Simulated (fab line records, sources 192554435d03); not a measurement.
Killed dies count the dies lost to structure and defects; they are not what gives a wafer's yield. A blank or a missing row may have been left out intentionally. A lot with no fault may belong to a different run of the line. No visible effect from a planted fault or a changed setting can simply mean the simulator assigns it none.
Which tool was responsible?	flow n5 finfet	10 lots, 28 wafers sampled, at 5 steps of a route of 1938

WHAT THE GAUGES SHOWED, per wafer
N5_BEOL_M2_INSPECT_30: inspects for defects (brightfield). Usual: raw defect count reads 407 (standard deviation 91).
lot	measured	on	raw defect count	flag
L639	day 6 17:26	defect inspect-02	470 439 626	
L640	day 6 18:10	defect inspect-01	353 289	
L644	day 7 18:24	defect inspect-02	290 205 376	
L646	day 8 13:05	defect inspect-01	243 432 412	
L649	day 9 00:28	defect inspect-02	514 446	
L650	day 9 07:05	defect inspect-02	219 367 290	
L657	day 10 21:08	defect inspect-02	436 396 429	
L656	day 10 21:24	defect inspect-02	385 573 536	
L659	day 11 12:43	defect inspect-01	465 563 448	
L662	day 12 11:52	defect inspect-01	374 392 328	

N5_BEOL_M2_OCD_MEAS_38. Usual: trench depth nm reads 55.4 nm (standard deviation 1.4).
lot	measured	on	trench depth nm (nm)	flag
L639	day 6 19:32	ocd-01	55.9 57.6 54.0	
L640	day 6 19:49	ocd-02	56.4 56.2	
L644	day 7 20:49	ocd-01	54.8 57.8 57.6	
L646	day 8 19:04	ocd-01	54.8 53.1 54.7	
L649	day 9 02:47	ocd-01	57.7 57.4	
L650	day 9 07:49	ocd-02	53.9 55.0 55.4	
L657	day 11 01:01	ocd-02	54.8 57.0 54.8	
L656	day 11 01:28	ocd-02	54.2 54.1 54.4	
L659	day 11 18:16	ocd-01	54.5 54.1 53.4	
L662	day 12 17:13	ocd-02	53.7 54.5 54.5	

N5_BEOL_M4_RC_MEAS_101. Usual: DIBL_N 36.0 mV/V, standard deviation 2.2; DIBL_P 35.9 mV/V, standard deviation 2.6; IOFF_N 0.16 nA/um, standard deviation 0.038; IOFF_P 0.21 nA/um, standard deviation 0.042; ION_N 675 uA/um, standard deviation 15; ION_P 463 uA/um, standard deviation 10; SS_N 71.5 mV/dec, standard deviation 0.62; SS_P 73.2 mV/dec, standard deviation 0.76; VT_N 250 mV, standard deviation 4.1; VT_P -251 mV, standard deviation 3.6.
lot	measured	on	DIBL_N (mV/V)	DIBL_P (mV/V)	IOFF_N (nA/um)	IOFF_P (nA/um)	ION_N (uA/um)	ION_P (uA/um)	SS_N (mV/dec)	SS_P (mV/dec)	VT_N (mV)	VT_P (mV)	flag
L639	day 7 20:41	prober-01	35.0 32.8 33.8	34.6 32.3 32.1	0.13 0.11 0.12	0.20 0.17 0.16	672 658 665	464 457 461	71.2 70.6 71.6	72.7 72.4 72.1	250 256 254	-250 -251 -251	
L640	day 8 00:44	prober-01	37.3 35.4	37.3 35.0	0.17 0.14	0.21 0.19	674 667	461 454	71.5 71.6	73.2 72.4	251 251	-254 -253	
L644	day 9 03:22	prober-01	38.7 36.1 33.1	39.3 35.5 32.3	0.21 0.16 0.12	0.26 0.19 0.16	690 675 662	471 459 452	72.2 72.4 71.2	74.5 73.7 72.1	245 249 252	-249 -251 -253	
L646	day 9 22:17	prober-01	36.5 34.2 35.0	35.6 34.0 34.3	0.15 0.13 0.13	0.20 0.19 0.19	672 682 673	462 473 465	71.5 70.9 70.7	73.3 72.4 72.6	249 253 251	-249 -250 -249	
L649	day 10 11:47	prober-01	32.1 37.1	32.0 37.1	0.11 0.16	0.13 0.19	679 687	457 463	70.8 72.5	71.7 72.6	251 250	-258 -254	
L650	day 10 14:30	prober-01	38.5 32.9 37.7	36.9 30.5 36.0	0.16 0.09 0.16	0.26 0.17 0.25	684 639 674	475 447 474	71.2 70.3 71.4	73.7 72.9 73.6	248 257 248	-247 -250 -245	
L657	day 12 00:15	prober-02	38.2 38.3 37.3	34.2 37.3 36.2	0.15 0.17 0.16	0.19 0.23 0.22	658 691 687	452 473 474	71.8 71.6 71.0	73.3 73.5 73.4	253 245 248	-253 -251 -249	
L656	day 12 02:56	prober-02	37.0 37.4 36.6	38.5 38.1 36.9	0.17 0.20 0.17	0.24 0.23 0.22	661 697 686	456 478 464	72.0 71.2 70.7	73.5 73.8 72.4	246 243 248	-249 -251 -250	
L659	day 13 05:34	prober-02	38.0 34.9 34.1	39.0 35.5 34.3	0.20 0.15 0.13	0.25 0.19 0.18	685 689 664	465 469 458	72.1 71.6 71.3	74.5 73.0 73.1	248 250 253	-251 -250 -254	
L662	day 13 18:21	prober-02	36.0 35.7 35.6	37.0 36.7 37.8	0.18 0.18 0.19	0.25 0.25 0.28	684 693 700	464 475 491	71.0 71.2 71.5	73.4 73.6 74.2	245 244 245	-248 -245 -245	

EACH LOT AND THE TOOL THAT RAN IT (in order: tool; ch and the chambers of the sampled wafers; start)
lot	N5_BEOL_M2_ETCH_69	N5_BEOL_M2_ETCH_41
L639	rie diel-06 ch 0,1,2, day 6 17:31	rie diel-06 ch 0,1,2, day 6 19:25
L640	rie diel-04 ch 0,3, day 6 18:16	rie diel-04 ch 0,2, day 6 19:41
L644	rie diel-06 ch 1,2, day 7 18:36	rie diel-04 ch 0,1,2, day 7 20:41
L646	rie diel-06 ch 1,2,3, day 8 13:11	rie diel-01 ch 1,2,3, day 8 18:57
L649	rie diel-01 ch 1,3, day 9 00:32	rie diel-04 ch 0,2, day 9 02:40
L650	rie diel-06 ch 0,2,3, day 9 07:10	rie diel-01 ch 1,2,3, day 9 07:41
L657	rie diel-04 ch 0,2,3, day 10 21:14	rie diel-01 ch 0,1,2, day 11 00:54
L656	rie diel-04 ch 1,2, day 10 21:29	rie diel-01 ch 1,2,3, day 11 01:20
L659	rie diel-04 ch 0,1,3, day 11 13:07	rie diel-01 ch 1,2,3, day 11 18:09
L662	rie diel-04 ch 0,2,3, day 12 11:57	rie diel-04 ch 1,3, day 12 17:05
- N5_BEOL_M2_ETCH_69: etches SiARC in CF4, target depth 15.6 nm, time 26 s.
- N5_BEOL_M2_ETCH_41: etches SiCN in CH3F/O2, target depth 29.9 nm, time 52.5 s.

WHAT THE TOOLS THEMSELVES READ (means of the sampled wafers that have a number; where no wafer has one, the mark that the record gives instead)
N5_BEOL_M2_ETCH_69. Usual: drypump motor current A 5.7 A, standard deviation 0.32; etch rf on time s 25.8 s, standard deviation 0.97; oes product au 0.67 a.u., standard deviation 0.068; rf vpp V 184.2 V, standard deviation 1.1; showerhead plenum p Torr 2.16 Torr, standard deviation 0.056; throttle valve pct 15.59 %, standard deviation 0.27.
lot	tool	drypump motor current A (A)	etch rf on time s (s)	oes product au (a.u.)	rf vpp V (V)	showerhead plenum p Torr (Torr)	throttle valve pct (%)	flag
L639	rie diel-06	5.7	25.6	0.69	183.8	2.16	15.62	
L640	rie diel-04	6.2	26.0	0.73	183.5	2.13	15.29	
L644	rie diel-06	5.8	24.7	0.64	184.9	2.20	15.91	
L646	rie diel-06	5.9	25.3	0.67	183.7	2.18	15.74	
L649	rie diel-01	5.5	26.5	0.67	185.2	2.18	15.80	
L650	rie diel-06	5.7	25.9	0.70	184.8	2.14	15.49	
L657	rie diel-04	5.9	25.2	0.67	184.1	2.15	15.41	
L656	rie diel-04	5.4	26.1	0.59	183.8	2.15	15.59	
L659	rie diel-04	5.9	26.5	0.65	183.5	2.12	15.46	
L662	rie diel-04	5.9	25.7	0.65	184.0	2.14	15.44	

N5_BEOL_M2_ETCH_41. Usual: drypump motor current A 5.7 A, standard deviation 0.34; oes product au 0.78 a.u., standard deviation 0.077; rf vpp V 297.7 V, standard deviation 1.3; showerhead plenum p Torr 2.02 Torr, standard deviation 0.054; throttle valve pct 16.28 %, standard deviation 0.24.
lot	tool	drypump motor current A (A)	oes product au (a.u.)	rf vpp V (V)	showerhead plenum p Torr (Torr)	throttle valve pct (%)	flag
L639	rie diel-06	5.7	0.80	298.0	2.02	16.33	
L640	rie diel-04	5.8	0.81	298.7	2.05	16.02	
L644	rie diel-04	5.7	0.77	297.5	2.03	16.12	
L646	rie diel-01	5.6	0.74	297.2	1.99	16.61	
L649	rie diel-04	5.8	1.01	297.5	2.05	16.05	
L650	rie diel-01	5.6	0.75	297.0	1.99	16.63	
L657	rie diel-01	5.5	0.82	298.2	2.07	16.44	
L656	rie diel-01	5.7	0.82	299.9	2.07	16.49	
L659	rie diel-01	5.6	0.81	299.1	2.07	16.52	
L662	rie diel-04	5.6	0.70	296.2	1.97	16.35	

THE ANSWER, worked out from the rows above alone
Rule: take the mean of a lot's wafers that have a number; if it is more than 3 standard deviations from the usual mean, the lot is off. Also off: a lot with no number at a reading for which 4 or more lots have one. All remaining lots with rows at the step are treated as sound. The gauges are gone through in route order, then the tools' own readings, and for those a lot's mean is taken as printed above. The first step at which some lot is off is used, and at that step the reading that is off furthest; a lot without a number counts as furthest.
Across all readings shown, no lot is off: no conclusion can be drawn from this.

WHAT THE SIMULATOR HAD INSERTED
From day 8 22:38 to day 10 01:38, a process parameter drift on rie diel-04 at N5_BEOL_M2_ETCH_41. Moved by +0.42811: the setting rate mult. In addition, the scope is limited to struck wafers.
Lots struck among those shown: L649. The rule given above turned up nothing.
